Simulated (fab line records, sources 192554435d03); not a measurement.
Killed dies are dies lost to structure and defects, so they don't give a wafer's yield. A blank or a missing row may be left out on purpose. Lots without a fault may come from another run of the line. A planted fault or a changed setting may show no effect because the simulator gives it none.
Chamber matching | flow n5_finfet | N5_SDB_DESCUM_16 on rie_diel-02: 4 sister chambers
The step chemistry O2, time 7.9 s. 20 wafers are shown with their chamber, then 10 later ones without.

WAFERS WITH THEIR CHAMBER
wafer  | chamber | drypump_motor_current_A (A) | throttle_valve_pct (%) | showerhead_plenum_p_Torr (Torr)
L078.1 | 3       | 5.1                         | 20.28                  | 2.17
L078.3 | 1       | 4.7                         | 20.62                  | 2.12
L078.4 | 2       | 5.5                         | 20.36                  | 2.10
L079.2 | 0       | 5.7                         | 20.82                  | 2.17
L079.5 | 0       | 5.7                         | 20.82                  | 2.17
L079.6 | 1       | 4.7                         | 20.59                  | 2.12
L080.2 | 2       | 5.5                         | 20.35                  | 2.10
L080.3 | 3       | 5.1                         | 20.27                  | 2.17
L080.6 | 0       | 5.7                         | 20.82                  | 2.17
L082.2 | 1       | 4.7                         | 20.60                  | 2.12
L082.4 | 3       | 5.1                         | 20.27                  | 2.17
L082.5 | 2       | 5.5                         | 20.36                  | 2.10
L085.1 | 0       | 5.6                         | 20.84                  | 2.16
L085.2 | 1       | 4.7                         | 20.61                  | 2.11
L085.3 | 3       | 5.1                         | 20.29                  | 2.17
L088.2 | 1       | 4.7                         | 20.61                  | 2.11
L088.3 | 3       | 5.1                         | 20.30                  | 2.17
L088.5 | 1       | 4.7                         | 20.61                  | 2.11
L090.2 | 3       | 5.1                         | 20.30                  | 2.17
L090.3 | 2       | 5.5                         | 20.38                  | 2.09

SIGNATURES (means of the wafers above)
reading                  | chamber 0 | chamber 1 | chamber 2 | chamber 3 | scatter within a chamber
drypump_motor_current_A  | 5.675     | 4.700     | 5.500     | 5.100     | 0.0217
throttle_valve_pct       | 20.8250   | 20.6067   | 20.3625   | 20.2850   | 0.0119
showerhead_plenum_p_Torr | 2.1675    | 2.1150    | 2.0975    | 2.1700    | 0.00433
Rule: a wafer's distance from a chamber is the root of the sum, over the readings, of the square of ((its reading less the chamber's mean) divided by the reading's scatter). The wafer belongs to the nearest chamber; if the next one is less than 2 further off, it can't be placed. The scatter: the root of (the sum of the squares of (reading less its chamber's mean) over the shown wafers, divided by (wafers less chambers)).

WAFERS WITHOUT THEIR CHAMBER
wafer  | drypump_motor_current_A (A) | throttle_valve_pct (%) | showerhead_plenum_p_Torr (Torr)
L090.4 | 4.7                         | 20.63                  | 2.11
L092.2 | 5.1                         | 20.31                  | 2.16
L092.5 | 4.7                         | 20.62                  | 2.11
L092.6 | 5.5                         | 20.40                  | 2.09
L094.1 | 5.1                         | 20.33                  | 2.16
L094.2 | 4.7                         | 20.64                  | 2.11
L094.3 | 5.5                         | 20.39                  | 2.09
L097.1 | 5.7                         | 20.89                  | 2.15
L097.3 | 4.7                         | 20.65                  | 2.11
L097.6 | 5.6                         | 20.88                  | 2.15

WHICH CHAMBER EACH WENT THROUGH
wafer  | from the rows above | in truth
L090.4 | 1                   | 1
L092.2 | 3                   | 3
L092.5 | 1                   | 1
L092.6 | 2                   | 2
L094.1 | 3                   | 3
L094.2 | 1                   | 1
L094.3 | 2                   | 2
L097.1 | 0                   | 0
L097.3 | 1                   | 1
L097.6 | 0                   | 0
Placed correctly: 10 of 10. Can't be placed from these rows: 0. Placed wrongly: 0.
